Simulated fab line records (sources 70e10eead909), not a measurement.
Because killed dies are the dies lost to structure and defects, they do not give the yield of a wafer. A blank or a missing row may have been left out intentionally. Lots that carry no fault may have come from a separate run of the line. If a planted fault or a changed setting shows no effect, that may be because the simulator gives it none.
What tool caused it? + flow nandHarc + 72 wafers from 24 lots sampled at 6 of the route's 1302 steps

== WHAT EACH GAUGE READ, for each wafer ==
NHARC_A_M1_THK_MEAS_24: measures by xrf. Usual: thkNm 154.5 nm, standard deviation 1.5.
| lot  | measured     | on           | thkNm (nm)        | flag |
|------|--------------|--------------|-------------------|------|
| L074 | day 23 12:08 | filmMetro-01 | 154.1 155.7 152.9 |      |
| L075 | day 23 13:16 | filmMetro-01 | 153.3 155.2 154.9 |      |
| L076 | day 23 20:22 | filmMetro-02 | 153.8 154.0 155.3 |      |
| L077 | day 23 21:26 | filmMetro-01 | 153.9 152.2 156.9 |      |
| L079 | day 24 17:49 | filmMetro-02 | 152.9 153.6 153.7 |      |
| L078 | day 24 19:49 | filmMetro-02 | 157.0 156.2 155.4 |      |
| L080 | day 25 09:10 | filmMetro-01 | 154.9 155.8 154.7 |      |
| L081 | day 25 12:20 | filmMetro-02 | 156.0 155.4 153.2 |      |
| L082 | day 26 21:26 | filmMetro-02 | 154.5 152.3 154.9 |      |
| L084 | day 26 22:46 | filmMetro-01 | 154.1 155.0 152.8 |      |
| L083 | day 27 03:13 | filmMetro-02 | 156.7 155.2 154.8 |      |
| L085 | day 27 12:22 | filmMetro-01 | 151.6 156.3 153.3 |      |
| L086 | day 28 08:48 | filmMetro-01 | 154.7 155.8 155.4 |      |
| L089 | day 28 14:31 | filmMetro-01 | 154.6 155.5 153.2 |      |
| L087 | day 28 17:08 | filmMetro-01 | 151.7 154.3 156.6 |      |
| L088 | day 29 06:34 | filmMetro-01 | 155.1 153.6 154.3 |      |
| L090 | day 29 08:35 | filmMetro-02 | 156.2 153.2 153.3 |      |
| L091 | day 30 12:26 | filmMetro-02 | 155.0 154.2 154.3 |      |
| L093 | day 30 16:08 | filmMetro-01 | 155.8 154.7 153.5 |      |
| L092 | day 30 17:08 | filmMetro-01 | 152.9 152.1 150.7 |      |
| L094 | day 31 04:02 | filmMetro-01 | 156.6 158.9 156.0 |      |
| L095 | day 32 01:29 | filmMetro-01 | 153.9 156.6 154.2 |      |
| L096 | day 32 08:24 | filmMetro-02 | 155.4 156.4 154.0 |      |
| L097 | day 32 18:32 | filmMetro-02 | 156.1 154.6 155.5 |      |

NHARC_A_BONDPAD_THK_MEAS_30: measures by ellipsometry. Usual: thkNm 200.2 nm, standard deviation 1.5.
| lot  | measured     | on           | thkNm (nm)        | flag |
|------|--------------|--------------|-------------------|------|
| L074 | day 23 13:49 | filmMetro-02 | 199.9 201.6 197.8 |      |
| L075 | day 23 14:48 | filmMetro-01 | 203.4 200.2 202.8 |      |
| L076 | day 23 21:53 | filmMetro-01 | 199.8 201.2 201.6 |      |
| L077 | day 23 22:56 | filmMetro-01 | 200.1 198.9 199.2 |      |
| L079 | day 24 19:22 | filmMetro-02 | 199.8 197.4 200.2 |      |
| L078 | day 24 21:19 | filmMetro-01 | 199.8 200.0 202.6 |      |
| L080 | day 25 11:04 | filmMetro-01 | 199.7 201.4 200.5 |      |
| L081 | day 25 13:50 | filmMetro-01 | 201.9 199.2 200.8 |      |
| L082 | day 26 22:56 | filmMetro-02 | 199.0 199.7 200.2 |      |
| L084 | day 27 00:16 | filmMetro-01 | 198.8 199.4 199.6 |      |
| L083 | day 27 04:46 | filmMetro-02 | 201.0 199.4 201.2 |      |
| L085 | day 27 13:56 | filmMetro-01 | 201.0 197.8 198.9 |      |
| L086 | day 28 10:19 | filmMetro-02 | 200.9 202.3 200.4 |      |
| L089 | day 28 16:01 | filmMetro-02 | 200.1 199.8 201.1 |      |
| L087 | day 28 18:38 | filmMetro-02 | 199.2 201.9 201.3 |      |
| L088 | day 29 08:05 | filmMetro-01 | 203.7 196.9 203.6 |      |
| L090 | day 29 10:07 | filmMetro-02 | 201.2 200.4 197.9 |      |
| L091 | day 30 14:08 | filmMetro-02 | 201.9 202.4 199.6 |      |
| L093 | day 30 17:40 | filmMetro-01 | 201.3 200.1 198.7 |      |
| L092 | day 30 18:40 | filmMetro-01 | 199.9 201.2 201.8 |      |
| L094 | day 31 05:34 | filmMetro-02 | 201.0 199.8 199.5 |      |
| L095 | day 32 03:10 | filmMetro-02 | 202.3 199.0 199.9 |      |
| L096 | day 32 09:55 | filmMetro-02 | 201.1 202.5 198.0 |      |
| L097 | day 32 20:13 | filmMetro-01 | 200.8 200.8 197.9 |      |

NHARC_A_BONDPAD_CD_MEAS_13. Usual: cdNm 498.8 nm, standard deviation 1.8.
| lot  | measured     | on       | cdNm (nm)         | flag |
|------|--------------|----------|-------------------|------|
| L074 | day 23 14:56 | cdSem-01 | 501.2 499.2 498.8 |      |
| L075 | day 23 15:55 | cdSem-01 | 497.0 499.8 497.8 |      |
| L076 | day 23 22:59 | cdSem-03 | 497.3 497.2 499.5 |      |
| L077 | day 24 00:02 | cdSem-03 | 496.3 496.9 498.4 |      |
| L079 | day 24 20:20 | cdSem-03 | 496.6 501.0 498.5 |      |
| L078 | day 24 22:25 | cdSem-02 | 500.6 500.2 493.3 |      |
| L080 | day 25 12:11 | cdSem-02 | 500.2 500.7 498.0 |      |
| L081 | day 25 14:48 | cdSem-01 | 495.1 495.0 496.0 |      |
| L082 | day 27 00:02 | cdSem-02 | 497.8 499.8 498.2 |      |
| L084 | day 27 01:23 | cdSem-02 | 497.8 494.9 498.8 |      |
| L083 | day 27 06:20 | cdSem-01 | 498.3 499.3 501.0 |      |
| L085 | day 27 15:02 | cdSem-02 | 501.1 500.7 500.0 |      |
| L086 | day 28 11:16 | cdSem-03 | 499.4 499.6 500.8 |      |
| L089 | day 28 16:59 | cdSem-02 | 499.3 498.4 498.9 |      |
| L087 | day 28 19:37 | cdSem-02 | 500.4 500.1 501.0 |      |
| L088 | day 29 09:05 | cdSem-02 | 501.1 500.4 502.3 |      |
| L090 | day 29 11:12 | cdSem-02 | 495.7 498.1 495.5 |      |
| L091 | day 30 15:14 | cdSem-01 | 500.1 498.8 498.3 |      |
| L093 | day 30 18:46 | cdSem-01 | 499.6 497.7 497.4 |      |
| L092 | day 30 19:46 | cdSem-01 | 500.1 498.6 499.9 |      |
| L094 | day 31 06:40 | cdSem-01 | 499.0 499.4 499.5 |      |
| L095 | day 32 04:08 | cdSem-02 | 499.5 500.1 497.5 |      |
| L096 | day 32 10:55 | cdSem-01 | 497.7 497.9 501.2 |      |
| L097 | day 32 21:19 | cdSem-02 | 498.8 500.0 502.4 |      |

NHARC_HYBRID_BOND_OVL_MEAS_05. Usual: overlayXNm 1 nm, standard deviation 31; overlayYNm 2 nm, standard deviation 32.
| lot  | measured     | on         | overlayXNm (nm) | overlayYNm (nm) | flag |
|------|--------------|------------|-----------------|-----------------|------|
| L074 | day 24 06:01 | overlay-02 | -14 -18 42      | 23 23 -25       |      |
| L075 | day 24 06:01 | overlay-01 | -1 -24 47       | 52 20 -17       |      |
| L076 | day 24 10:58 | overlay-01 | -39 9 -43       | 29 -20 -7       |      |
| L077 | day 24 10:58 | overlay-02 | -4 18 -65       | -26 19 0        |      |
| L079 | day 25 13:11 | overlay-01 | -40 29 0        | 17 53 12        |      |
| L078 | day 25 13:11 | overlay-02 | -5 14 -29       | 47 -29 -4       |      |
| L080 | day 26 01:11 | overlay-02 | -41 -54 30      | 6 -7 -66        |      |
| L081 | day 26 01:11 | overlay-01 | -9 -16 15       | -3 -6 -35       |      |
| L082 | day 27 12:05 | overlay-01 | -23 25 15       | -42 76 -2       |      |
| L084 | day 27 12:05 | overlay-02 | -10 1 -19       | 19 -64 -46      |      |
| L083 | day 27 19:32 | overlay-02 | -40 -4 43       | -3 29 -24       |      |
| L085 | day 28 03:42 | overlay-01 | 66 14 -5        | -33 9 -20       |      |
| L086 | day 28 23:47 | overlay-02 | 47 -8 -32       | 24 -11 -21      |      |
| L089 | day 29 05:55 | overlay-02 | -7 10 19        | -23 -8 -11      |      |
| L087 | day 29 05:55 | overlay-01 | -35 -4 22       | 8 38 -41        |      |
| L088 | day 29 23:02 | overlay-02 | 16 43 -54       | -60 -48 12      |      |
| L090 | day 29 23:02 | overlay-01 | 37 13 -29       | -18 10 20       |      |
| L091 | day 31 02:47 | overlay-01 | -14 9 -14       | -1 -15 41       |      |
| L093 | day 31 06:31 | overlay-02 | -7 -38 3        | 13 7 15         |      |
| L092 | day 31 06:31 | overlay-01 | -26 46 -23      | -29 20 56       |      |
| L094 | day 31 19:56 | overlay-01 | 18 40 35        | 131 -14 -13     |      |
| L095 | day 32 17:17 | overlay-02 | -32 17 -71      | 5 -13 66        |      |
| L096 | day 32 22:59 | overlay-02 | 21 8 -45        | 52 -15 -8       |      |
| L097 | day 33 10:43 | overlay-02 | 35 3 51         | 2 5 43          |      |

== EACH LOT AND THE TOOL THAT RAN IT (in order: tool; ch and the chambers of the sampled wafers; start) ==
| lot  | NHARC_A_M0_ANNEAL_30            | NHARC_A_BONDPAD_PRE_CLEAN_26           |
|------|---------------------------------|----------------------------------------|
| L074 | rtpAnneal-02 ch 0, day 23 06:35 | pvdSputter-03, day 24 06:01 or earlier |
| L075 | rtpAnneal-01 ch 0, day 23 08:28 | pvdSputter-03, day 24 06:01 or earlier |
| L076 | rtpAnneal-01 ch 0, day 23 15:41 | pvdSputter-02, day 24 10:58 or earlier |
| L077 | rtpAnneal-01 ch 0, day 23 16:48 | pvdSputter-03, day 24 10:58 or earlier |
| L079 | rtpAnneal-01 ch 0, day 24 13:00 | pvdSputter-01, day 25 13:11 or earlier |
| L078 | rtpAnneal-02 ch 0, day 24 15:00 | pvdSputter-01, day 25 13:11 or earlier |
| L080 | rtpAnneal-01 ch 0, day 25 04:28 | pvdSputter-02, day 26 01:11 or earlier |
| L081 | rtpAnneal-02 ch 0, day 25 07:31 | pvdSputter-02, day 26 01:11 or earlier |
| L082 | rtpAnneal-01 ch 0, day 26 16:35 | pvdSputter-01, day 27 12:05 or earlier |
| L084 | rtpAnneal-01 ch 0, day 26 18:02 | pvdSputter-03, day 27 12:05 or earlier |
| L083 | rtpAnneal-01 ch 0, day 26 22:25 | pvdSputter-02, day 27 19:32 or earlier |
| L085 | rtpAnneal-02 ch 0, day 27 07:40 | pvdSputter-03, day 28 03:42 or earlier |
| L086 | rtpAnneal-01 ch 0, day 28 03:55 | pvdSputter-03, day 28 23:47 or earlier |
| L089 | rtpAnneal-01 ch 0, day 28 09:50 | pvdSputter-01, day 29 05:55 or earlier |
| L087 | rtpAnneal-01 ch 0, day 28 12:19 | pvdSputter-03, day 29 05:55 or earlier |
| L088 | rtpAnneal-02 ch 0, day 29 01:52 | pvdSputter-02, day 29 23:02 or earlier |
| L090 | rtpAnneal-02 ch 0, day 29 03:47 | pvdSputter-01, day 29 23:02 or earlier |
| L091 | rtpAnneal-01 ch 0, day 30 07:40 | pvdSputter-01, day 31 02:47 or earlier |
| L093 | rtpAnneal-01 ch 0, day 30 11:21 | pvdSputter-01, day 31 06:31 or earlier |
| L092 | rtpAnneal-01 ch 0, day 30 12:20 | pvdSputter-01, day 31 06:31 or earlier |
| L094 | rtpAnneal-02 ch 0, day 30 22:32 | pvdSputter-01, day 31 19:56 or earlier |
| L095 | rtpAnneal-02 ch 0, day 31 20:38 | pvdSputter-03, day 32 17:17 or earlier |
| L096 | rtpAnneal-01 ch 0, day 32 03:37 | pvdSputter-01, day 32 22:59 or earlier |
| L097 | rtpAnneal-01 ch 0, day 32 13:46 | pvdSputter-03, day 33 10:43 or earlier |
- NHARC_A_M0_ANNEAL_30: time 90 s.
- NHARC_A_BONDPAD_PRE_CLEAN_26: time 30 s.

== WHAT THE TOOLS THEMSELVES READ (means of the sampled wafers that have a number; where no wafer has one, the mark that the record gives instead) ==
NHARC_A_M0_ANNEAL_30. Usual: wafer_temp_C_max 225.79, standard deviation 0.27.
| lot  | tool         | wafer_temp_C_max | flag |
|------|--------------|------------------|------|
| L074 | rtpAnneal-02 | 226.00           |      |
| L075 | rtpAnneal-01 | 225.64           |      |
| L076 | rtpAnneal-01 | 225.74           |      |
| L077 | rtpAnneal-01 | 225.77           |      |
| L079 | rtpAnneal-01 | 225.77           |      |
| L078 | rtpAnneal-02 | 226.16           |      |
| L080 | rtpAnneal-01 | 225.51           |      |
| L081 | rtpAnneal-02 | 226.16           |      |
| L082 | rtpAnneal-01 | 225.78           |      |
| L084 | rtpAnneal-01 | 225.52           |      |
| L083 | rtpAnneal-01 | 225.61           |      |
| L085 | rtpAnneal-02 | 226.21           |      |
| L086 | rtpAnneal-01 | 225.95           |      |
| L089 | rtpAnneal-01 | 225.48           |      |
| L087 | rtpAnneal-01 | 225.75           |      |
| L088 | rtpAnneal-02 | 226.03           |      |
| L090 | rtpAnneal-02 | 225.98           |      |
| L091 | rtpAnneal-01 | 225.73           |      |
| L093 | rtpAnneal-01 | 225.58           |      |
| L092 | rtpAnneal-01 | 225.77           |      |
| L094 | rtpAnneal-02 | 225.83           |      |
| L095 | rtpAnneal-02 | 225.75           |      |
| L096 | rtpAnneal-01 | 225.52           |      |
| L097 | rtpAnneal-01 | 225.83           |      |

NHARC_A_BONDPAD_PRE_CLEAN_26. Usual: heaterPowerW 421 W, standard deviation 47.
| lot  | tool          | heaterPowerW (W) | flag |
|------|---------------|------------------|------|
| L074 | pvdSputter-03 | 369              |      |
| L075 | pvdSputter-03 | 383              |      |
| L076 | pvdSputter-02 | 391              |      |
| L077 | pvdSputter-03 | 388              |      |
| L079 | pvdSputter-01 | 484              |      |
| L078 | pvdSputter-01 | 489              |      |
| L080 | pvdSputter-02 | 398              |      |
| L081 | pvdSputter-02 | 400              |      |
| L082 | pvdSputter-01 | 462              |      |
| L084 | pvdSputter-03 | 379              |      |
| L083 | pvdSputter-02 | 394              |      |
| L085 | pvdSputter-03 | 363              |      |
| L086 | pvdSputter-03 | 387              |      |
| L089 | pvdSputter-01 | 460              |      |
| L087 | pvdSputter-03 | 395              |      |
| L088 | pvdSputter-02 | 388              |      |
| L090 | pvdSputter-01 | 448              |      |
| L091 | pvdSputter-01 | 465              |      |
| L093 | pvdSputter-01 | 487              |      |
| L092 | pvdSputter-01 | 464              |      |
| L094 | pvdSputter-01 | 480              |      |
| L095 | pvdSputter-03 | 353              |      |
| L096 | pvdSputter-01 | 468              |      |
| L097 | pvdSputter-03 | 391              |      |

== THE ANSWER, worked out from the rows above alone ==
Rule: lot off if the mean of its wafers having a number is beyond 3 standard deviations from the usual mean. Also off: a lot with no number at a reading for which 4 or more lots have one. The other lots that the step has rows for count as sound. Order of review: gauges by route order, followed by the tools' own readings, for which a lot's mean as printed above is used. At the first step where some lot is off, the reading lying furthest off is the one used; lots without a number count as furthest.
None of the lots is off at any reading shown; this tells nothing.

== WHAT HAD BEEN PUT IN BY THE SIMULATOR ==
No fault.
